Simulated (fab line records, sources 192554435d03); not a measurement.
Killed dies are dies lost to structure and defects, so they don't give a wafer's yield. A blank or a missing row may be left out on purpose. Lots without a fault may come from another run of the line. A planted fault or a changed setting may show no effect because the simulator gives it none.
fab line records | flow n5_finfet
record lots=6 wafers=17 last_day=17
route steps=1938 shown BEOL_M13@1694
lots that met no fault: from a run of the same line without faults
start_h: hours from the record's first day to the start of the lot's first wafer shown | wait_h: hours since the lot's step before | " the same as in the row above | L1.1+2: a row that stands for several wafers | - no value, or no start given | * or withheld: withheld | < > ~ a bound
route shown NAME@n: a module of which the file shows steps, and the number in the route of the first | usual: mean/standard deviation of fault-free wafers | same: alike in all rows | chamber/n: place in a boat | sites: the reading at each site | _std_site: their standard deviation | _edge_site: outer sites' mean less inner sites' | radius_mm: how far each site lies from the wafer's centre | mask NAME#n: copy n | behind: the tool/chamber that last shaped the wafer | hold: why the lot was held/for how many hours/how that ended | device: the transistor (n, p or np) that didn't switch | end of line: the same wafers' tests at the end of the route | a step without rows: its recipe alone | killed: dies lost to structure and defects at the first sort, not the wafer's yield | map: a wafer's dies, x killed, . not, _ none there
set.NAME: the setting as run; set.NAME@STEP: as run at that earlier step | model.NAME: the simulator's own value behind a step, which no gauge read
lots at some steps of the route; a table a step, a row a wafer
services: from which hour (start_h, from the record's first day; less than 0 if before it) a tool's chamber was out of use, for how many hours, and why
## steps
# step N5_BEOL_M13_ETCH_68
# recipe chemistry=N2/H2 target=SOC mask_material=SiARC source_w=3000 bias_w=350 temp_c=40 time_s=355 ion_energy_ev=200 pressure_mtorr=30 n2_flow_sccm=200 h2_flow_sccm=200
# usual drypump_motor_current_A=5.9/0.44 oes_product_au=0.80/0.073 rf_vpp_V=524.5/2.8 showerhead_plenum_p_Torr=2.56/0.094 throttle_valve_pct=17.75/0.26
# columns lot.wafer tool chamber start_h wait_h drypump_motor_current_A oes_product_au rf_hours_counter_h rf_vpp_V showerhead_plenum_p_Torr throttle_valve_pct
L956.1 rie_diel-02 0 245.17 0.1 6.0 0.81 92 528.6 2.67 17.44
L956.4 " 2 " " 6.2 0.74 208 521.6 2.42 18.19
L956.6 " 1 " " 6.3 0.73 - 526.5 2.65 17.48
L959.1 rie_diel-03 1 246.26 0.1 5.9 0.73 187 526.3 2.64 18.17
L959.2 " 2 " " 5.3 0.75 167 522.0 2.45 18.04
L959.6 " 3 " " 5.4 0.92 - 521.9 2.50 17.68
L966.2 rie_diel-03 0 300.70 0.1 6.7 0.83 60 521.6 2.48 17.74
L966.3 " 1 " " 5.9 0.71 203 526.5 2.64 18.20
L966.6 " 1 " " 5.9 0.71 - 526.3 2.64 18.20
L971.3 rie_diel-03 3 317.21 0.1 5.4 0.87 35 521.4 2.49 17.73
L971.6 " 3 " " 5.3 0.87 - 521.8 2.49 17.73
L972.2 rie_diel-03 1 339.13 0.1 5.9 0.71 211 525.6 2.63 18.20
L972.4 " 0 " " 6.7 0.83 68 523.0 2.47 17.75
L972.5 " 3 " " 5.4 0.87 - 523.0 2.49 17.76
L978.1 rie_diel-03 0 380.47 0.1 6.7 0.82 81 522.3 2.47 17.77
L978.4 " 1 " " 5.9 0.70 223 525.2 2.63 18.24
L978.6 " 2 " " 5.3 0.72 - 520.3 2.43 18.09
# step N5_BEOL_M13_STRIP_69
# recipe chemistry=N2/H2 temp_c=40 n2_flow_sccm=200 h2_flow_sccm=200 rf_frequency_hz=6e+07
# step N5_BEOL_M13_TRENCH_ETCH_34
# recipe chemistry=C4F8/O2/Ar target=SiOC target_depth_a=4134.7 mask_material=SOC pressure_mtorr=30 source_w=3000 bias_w=700 Ar_flow_sccm=400 C4F8_flow_sccm=15 O2_flow_sccm=8 he_inner_torr=15 he_outer_torr=30 time_s=162.6 ion_energy_ev=250
# usual drypump_motor_current_A=5.9/0.44 oes_product_au=0.80/0.072 rf_vpp_V=666/3.3 showerhead_plenum_p_Torr=3.44/0.12 throttle_valve_pct=24.18/0.21
# columns lot.wafer tool chamber start_h wait_h drypump_motor_current_A oes_product_au rf_hours_counter_h rf_vpp_V showerhead_plenum_p_Torr throttle_valve_pct
L956.1 rie_diel-02 0 245.39 0.0 6.0 0.81 92 669 3.58 23.88
L956.4 " 2 " " 6.2 0.73 208 661 3.26 24.59
L956.6 " 1 " " 6.2 0.72 - 668 3.53 23.84
L959.1 rie_diel-03 1 246.48 0.0 6.0 0.72 187 669 3.54 24.47
L959.2 " 2 " " 5.3 0.74 168 662 3.27 24.27
L959.6 " 3 " " 5.4 0.93 - 665 3.37 24.28
L966.2 rie_diel-03 0 300.92 0.0 6.7 0.83 60 664 3.34 24.20
L966.3 " 1 " " 6.0 0.71 204 668 3.53 24.49
L966.6 " 1 " " 6.0 0.71 - 669 3.53 24.47
L971.3 rie_diel-03 3 317.43 0.0 5.4 0.87 36 661 3.36 24.30
L971.6 " 3 " " 5.3 0.87 - 663 3.36 24.31
L972.2 rie_diel-03 1 339.35 0.0 6.0 0.71 211 668 3.52 24.49
L972.4 " 0 " " 6.7 0.82 68 664 3.33 24.20
L972.5 " 3 " " 5.4 0.87 - 663 3.35 24.31
L978.1 rie_diel-03 0 380.69 0.0 6.7 0.81 81 664 3.33 24.21
L978.4 " 1 " " 6.0 0.70 224 668 3.52 24.53
L978.6 " 2 " " 5.3 0.71 - 661 3.26 24.32
# step N5_BEOL_M13_STRIP_70
# recipe chemistry=C4F8/O2/Ar resist=SiARC rf_frequency_hz=6e+07
# step N5_BEOL_M13_OCD_MEAS_35
# usual trench_depth_nm=414/6.3
# columns lot.wafer tool chamber start_h wait_h trench_depth_nm
L956.1 ocd-01 - 245.57 0.0 410
L956.4 " - " " 411
L956.6 " - " " 411
L959.1 ocd-01 - 246.65 0.0 407
L959.2 " - " " 408
L959.6 " - " " 424
L966.2 ocd-01 - 301.10 0.0 416
L966.3 " - " " 405
L966.6 " - " " 408
L971.3 ocd-01 - 317.61 0.0 417
L971.6 " - " " 417
L972.2 ocd-02 - 339.53 0.0 407
L972.4 " - " " 417
L972.5 " - " " 419
L978.1 ocd-01 - 380.86 0.0 418
L978.4 " - " " 406
L978.6 " - " " 409
# step N5_BEOL_M13_STRIP_37
# recipe chemistry=N2/H2 power_w=1000 temp_c=250 h2_frac=0.65 overash_fraction=0.3 pressure_mtorr=withheld n2_flow_sccm=1750 h2_flow_sccm=3250
# usual drypump_motor_current_A=6.1/0.31 heater_power_w=314/17 oes_product_au=0.784/0.01
# columns lot.wafer tool chamber start_h wait_h drypump_motor_current_A heater_power_w oes_product_au rf_hours_counter_h
L956.1 plasma_asher-02 0 245.61 0.0 6.4 336 0.784 122
L956.4 " 0 " " 6.4 326 0.787 -
L956.6 " 0 " " 6.4 326 0.763 -
L959.1 plasma_asher-02 1 246.69 0.0 6.5 317 0.781 122
L959.2 " 0 " " 6.4 334 0.794 122
L959.6 " 1 " " 6.4 325 0.791 -
L966.2 plasma_asher-01 0 301.13 0.0 5.7 321 0.789 82
L966.3 " 0 " " 5.8 309 0.773 -
L966.6 " 1 " " 5.9 289 0.793 -
L971.3 plasma_asher-02 0 317.71 0.1 6.4 338 0.774 -
L971.6 " 0 " " 6.4 330 0.775 -
L972.2 plasma_asher-01 1 339.57 0.0 5.9 288 0.768 89
L972.4 " 0 " " 5.7 317 0.783 -
L972.5 " 1 " " 5.9 286 0.763 -
L978.1 plasma_asher-02 0 380.90 0.0 6.4 335 0.777 148
L978.4 " 0 " " 6.4 334 0.774 -
L978.6 " 1 " " 6.5 320 0.801 -
# step N5_BEOL_M13_ETCH_38
# recipe chemistry=CF4/N2 target=SiCN target_depth_a=675 taper_deg=2 time_s=71.9 ion_energy_ev=150 mask_material=SiO2 pressure_mtorr=40 source_w=430 bias_w=70 Ar_flow_sccm=100 cf4_flow_sccm=60 n2_flow_sccm=60
# step N5_BEOL_M13_PRECLEAN_39
# recipe chemistry=residue_remover time_s=60 temp_c=40
# step N5_BEOL_M13_SRD_40
# recipe time_s=30 temp_c=23 rinse_liquid=diw dry=n2_spin spin_rpm=1500 dry_time_s=30
# step N5_BEOL_M13_DEGAS_41
# recipe ambient=vacuum temp_c=250 time_s=60
# step N5_BEOL_M13_PRE_CLEAN_42
# recipe gas=H2/He time_s=30 temp_c=250
# usual heater_power_w=318/38
# columns lot.wafer tool chamber start_h wait_h heater_power_w
L956.1 pvd_sputter-02 - 246.35 0.0 318
L956.4 " - " " 315
L956.6 " - " " 319
L959.1 pvd_sputter-03 - 248.54 0.0 332
L959.2 " - " " 292
L959.6 " - " " 293
L966.2 pvd_sputter-02 - 301.63 0.0 319
L966.3 " - " " 243
L966.6 " - " " 241
L971.3 pvd_sputter-02 - 322.50 0.0 305
L971.6 " - " " 316
L972.2 pvd_sputter-03 - 339.88 0.0 331
L972.4 " - " " 345
L972.5 " - " " 342
L978.1 pvd_sputter-02 - 381.61 0.0 315
L978.4 " - " " 324
L978.6 " - " " 317
# step N5_BEOL_M13_SPUTTER_43
# recipe material=TaN target_thk_a=150 temp_c=50 bias_v=168.6 power_w=15000 chamber_pressure_pa=0.12 time_s=24.19
# step N5_BEOL_M13_SPUTTER_44
# recipe material=Ta target_thk_a=100 temp_c=50 bias_v=80 power_w=15000 chamber_pressure_pa=0.07 time_s=16.13
# usual throttle_valve_pct=29.9/1.2
# columns lot.wafer tool chamber start_h wait_h throttle_valve_pct model.Ta_of_BEOL_M13_SPUTTER_44.thk_nm
L956.1 pvd_sputter-02 - 246.47 0.0 29.3 10
L956.4 " - " " 29.5 10
L956.6 " - " " 29.5 10
L959.1 pvd_sputter-03 - 248.66 0.0 31.1 10
L959.2 " - " " 30.7 10
L959.6 " - " " 30.4 10
L966.2 pvd_sputter-02 - 301.75 0.0 29.5 7.6
L966.3 " - " " 30.6 9.8
L966.6 " - " " 30.5 7.6
L971.3 pvd_sputter-02 - 322.62 0.0 30.9 9.8
L971.6 " - " " 29.4 7.8
L972.2 pvd_sputter-03 - 340.00 0.0 31.3 9.8
L972.4 " - " " 29.1 9.6
L972.5 " - " " 29.1 9.6
L978.1 pvd_sputter-02 - 381.73 0.0 31.0 10
L978.4 " - " " 29.4 10
L978.6 " - " " 29.2 9.8
# step N5_BEOL_M13_SPUTTER_45
# recipe material=Cu target_thk_a=800 temp_c=-20 bias_v=60 power_w=26000 chamber_pressure_pa=0.13 time_s=13.33
# step N5_BEOL_M13_ECD_47
# recipe material=Cu target_thk_a=9360
# step N5_BEOL_M13_ANNEAL_48
# recipe temp_c=225 time_s=90 ambient=N2
# usual wafer_temp_C_max=225.77/0.25
# columns lot.wafer tool chamber start_h wait_h wafer_temp_C_max
L956.1 rtp_anneal-01 0 246.83 0.1 225.71
L956.4 " 0 " " 225.66
L956.6 " 0 " " 225.78
L959.1 rtp_anneal-02 0 249.02 0.1 225.62
L959.2 " 0 " " 225.69
L959.6 " 0 " " 225.60
L966.2 rtp_anneal-02 0 302.31 0.3 225.80
L966.3 " 0 " " 225.82
L966.6 " 0 " " 226.18
L971.3 rtp_anneal-02 0 324.26 1.3 225.58
L971.6 " 0 " " 225.61
L972.2 rtp_anneal-02 0 340.42 0.2 225.73
L972.4 " 0 " " 225.76
L972.5 " 0 " " 225.79
L978.1 rtp_anneal-02 0 382.21 0.2 225.91
L978.4 " 0 " " 226.30
L978.6 " 0 " " 225.88
# step N5_BEOL_M13_CMP_49
# recipe stop_on=SiOC t_overpolish_s=17.1 down_force_psi=1 platen_rpm=50 clearing_platen_down_force_psi=1.5 clearing_platen_rpm=50 post_cmp_clean=cu_alkaline target_thk_nm=420 clearing_platen_pad_velocity_m_s=0.99484 pad_velocity_m_s=0.99484
# usual barrier_field_endpoint_s=30.2/0.67 clearing_platen_down_force_psi=1.5002/0.0027 motor_current_A=6.3/0.52 slurry_filter_dp_kPa=13.50/0.14
# columns lot.wafer tool chamber start_h wait_h barrier_field_endpoint_s clearing_platen_down_force_psi motor_current_A slurry_filter_dp_kPa
L956.4 cmp-03 3 247.12 0.1 29.4 1.4989 6.6 13.33
L956.1 " 0 " " 29.7 1.5005 6.1 13.44
L956.6 " 3 " " 30.3 1.5006 6.6 13.67
L959.2 cmp-02 1 249.36 0.3 30.6 1.5026 6.2 13.46
L959.1 " 3 " " 31.1 1.5068 6.4 13.55
L959.6 " 0 " " 30.7 1.4996 6.5 13.46
L966.2 cmp-01 3 302.57 0.2 27.5 1.5019 5.7 13.50
L966.3 " 1 " " 29.8 1.5016 8.4 13.33
L966.6 " 0 " " 27.4 1.4998 6.7 13.50
L971.3 cmp-02 2 324.46 0.2 30.1 1.5023 5.4 13.59
L971.6 " 2 " " 27.3 1.4994 5.4 13.51
L972.2 cmp-02 1 340.71 0.2 28.9 1.5022 6.0 13.49
L972.4 " 3 " " 29.8 1.4966 5.8 13.49
L972.5 " 1 " " 29.4 1.4967 6.4 13.44
L978.1 cmp-01 0 382.65 0.4 30.6 1.4946 6.6 13.87
L978.4 " 2 " " 31.0 1.5004 6.4 13.33
L978.6 " 3 " " 30.7 1.4977 5.7 13.31
# step N5_BEOL_M13_THK_MEAS_50
# recipe thk_meas_gauge=xrf reads=Cu_of_BEOL_M13_ECD_47
# usual M13_THK=419/7.2
# columns lot.wafer tool chamber start_h wait_h M13_THK[nm]
L956.1 film_metro-02 - 247.42 - 414
L956.4 " - " " 415
L956.6 " - " " 416
L959.1 film_metro-01 - 249.62 - 416
L959.2 " - " " 418
L959.6 " - " " 433
L966.2 film_metro-02 - 302.87 - 415
L966.3 " - " " 405
L966.6 " - " " 410
L971.3 film_metro-01 - 324.76 - 422
L971.6 " - " " 423
L972.2 film_metro-01 - 340.97 - 413
L972.4 " - " " 422
L972.5 " - " " 424
L978.1 film_metro-01 - 382.90 - 423
L978.4 " - " " 415
L978.6 " - " " 418
## services
# columns tool chamber start_h hours kind
rie_diel-02 2 223.76 6.1 repair
cmp-02 - 227.66 5.5 pm
cmp-01 - 227.77 4.0 pm
cmp-01 - 231.77 - consumable_replace:conditioner
cmp-01 - 231.77 - consumable_replace:pad
rie_diel-02 2 237.18 4.4 repair
cmp-03 - 238.32 4.0 pm
cmp-01 - 250.96 2.1 repair
cmp-01 - 284.67 1.1 repair
cmp-03 - 305.80 0.5 repair
cmp-01 - 321.16 13.0 pm
rie_diel-03 - 323.93 14.6 pm
cmp-02 - 326.03 4.7 repair
cmp-02 - 333.06 0.6 repair
pvd_sputter-03 - 335.59 1.7 repair
cmp-01 - 341.23 9.6 repair
rie_diel-02 - 343.94 2.8 pm
cmp-01 - 353.04 0.5 repair
cmp-01 - 353.54 3.4 pm
rie_diel-02 0 369.71 4.9 repair
cmp-01 - 373.05 8.8 repair
rie_diel-02 - 375.07 4.3 pm
cmp-03 - 380.87 5.2 pm
rie_diel-02 2 381.56 - clean
## key
first_sign step=N5_BEOL_M13_CMP_49 reading=barrier_field_endpoint_s direction=down sigmas=4.2 usual=30.2 struck=27.4
effect none on later readings
model_effect step=N5_BEOL_M13_SPUTTER_44 value=Ta_of_BEOL_M13_SPUTTER_44.thk_nm without=9.933 struck=7.667
met_at N5_BEOL_M13_SPUTTER_44
struck_wafers L966.2,L966.6,L971.6
onset_between 246.47 301.75
fault kind=process_parameter_drift tool=pvd_sputter-02 chamber=- onset_h=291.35 steps=N5_BEOL_M13_SPUTTER_44 channel=time_s offset=* shape=step end_h=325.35 scope=struck_wafers_only acts_in=* stated=*
